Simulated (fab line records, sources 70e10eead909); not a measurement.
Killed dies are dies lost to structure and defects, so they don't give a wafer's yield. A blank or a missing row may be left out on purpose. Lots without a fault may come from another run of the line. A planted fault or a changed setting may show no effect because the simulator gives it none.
A struck lot beside a sound one | flow nand_harc | 11 steps out of a route of 1302
Sound: wafers L592.1, L592.2, L592.5. Struck: wafers L599.1, L599.2, L599.3. The cause comes at the end.
At each step with rows: each side's tool, then ch and its chambers, then its first start. Under that, the readings that differ: sound wafers | struck wafers | difference of the means | sigmas: that difference in standard deviations of wafers without a fault.
alike: readings whose means differ by less than 2 such deviations, and words and numbers that are the same on both sides. not compared: withheld readings, readings that some wafer has no value for, bounds like >300 that may hide the same value, and numbers for which the record gives no deviation and whose values overlap.
The two part at a step that has a row with sigmas, a row that says differs or no value, or rows on one side only. Numbers that don't overlap but have no deviation are shown without sigmas and don't part them. A reading that every wafer of one side lacks parts them only if that side has two wafers or more.

first, 1 step without rows for these wafers: NHARC_A_WL_FILL_CVD_23 (deposits poly-Si, target thk 40 nm, time 800 s).
NHARC_A_WL_FILL_ETCHBACK_26: etches the open film in HBr, target depth 52 nm, time 13.3 s.
  sound on rie_si-05 ch 0,2, day 22 09:40; struck on rie_si-04 ch 0,2,3, day 25 14:08
  alike: drypump_motor_current_A, hbr_flow_sccm, oes_product_au, rf_fwd_power_W, throttle_valve_pct
  not compared: rf_hours_counter_h
then, 2 steps without rows for these wafers: NHARC_A_WL_FILL_PRECLEAN_30 (cleans in dHF, time 10 s); NHARC_A_WL_FILL_SRD_14.
NHARC_A_WL_FILL_ALD_19: deposits TiN, target thk 2 nm, pulse time 3 s, ald cycles 100.
  sound on ald_metal-01 ch 0,2,3, day 22 09:55; struck on ald_metal-02 ch 0,1,3, day 25 14:26
  alike: heater_power_w, precursor_pulse_height_rel
NHARC_A_WL_FILL_CVD_20: deposits W, target thk 100 nm, time 74 s.
  sound on cvd_w-01 ch 0,1; struck on cvd_w-02 ch 0,1
  alike: heater_power_w, mfc_h2_sccm, throttle_valve_pct
NHARC_A_WL_FILL_CMP_12: polishes, t overpolish 30 s, target thk 100 nm.
  sound on cmp-02 ch 0,2, day 22 10:17; struck on cmp-02 ch 0,2,3, day 25 14:49
  alike: motor_current_A, overpolish_run_s, time_to_endpoint_s
then, 1 step without rows for these wafers: NHARC_A_WL_FILL_SRD_31.
NHARC_A_WL_FILL_INSPECT_15:
  sound on defect_inspect-01, day 22 10:45; struck on defect_inspect-02, day 25 15:16
  alike: raw_defect_count
NHARC_A_CONTACT_DEP_24: deposits SiO2, target thk 500 nm.
  sound on pecvd-04 ch 1,2, day 22 10:49; struck on pecvd-04 ch 0,1,2, day 25 15:33
  no value came back on the struck wafers for any of 5 readings (chamber_pressure_Torr (Torr), flow_sccm (sccm) and others); on the sound wafers chamber_pressure_Torr (Torr) reads 6.496 6.512 6.496
-- the record jumps here: 3 days lie between the struck wafers' starts before and after (it left off in module A_CONTACT and takes up again in module END, whose first step shown is number 1302 of the route) --
NHARC_END_SORT_01:
  the record has rows for the struck wafers here (prober-02 ch 0, day 29 03:20) and none for the sound ones

WHERE THEY PART
First at NHARC_A_CONTACT_DEP_24; last, within this record, at NHARC_END_SORT_01.

WHY: what the simulator had put in
Skipped step whole: pecvd-04, from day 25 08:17 on, at NHARC_A_CONTACT_DEP_24. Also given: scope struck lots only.
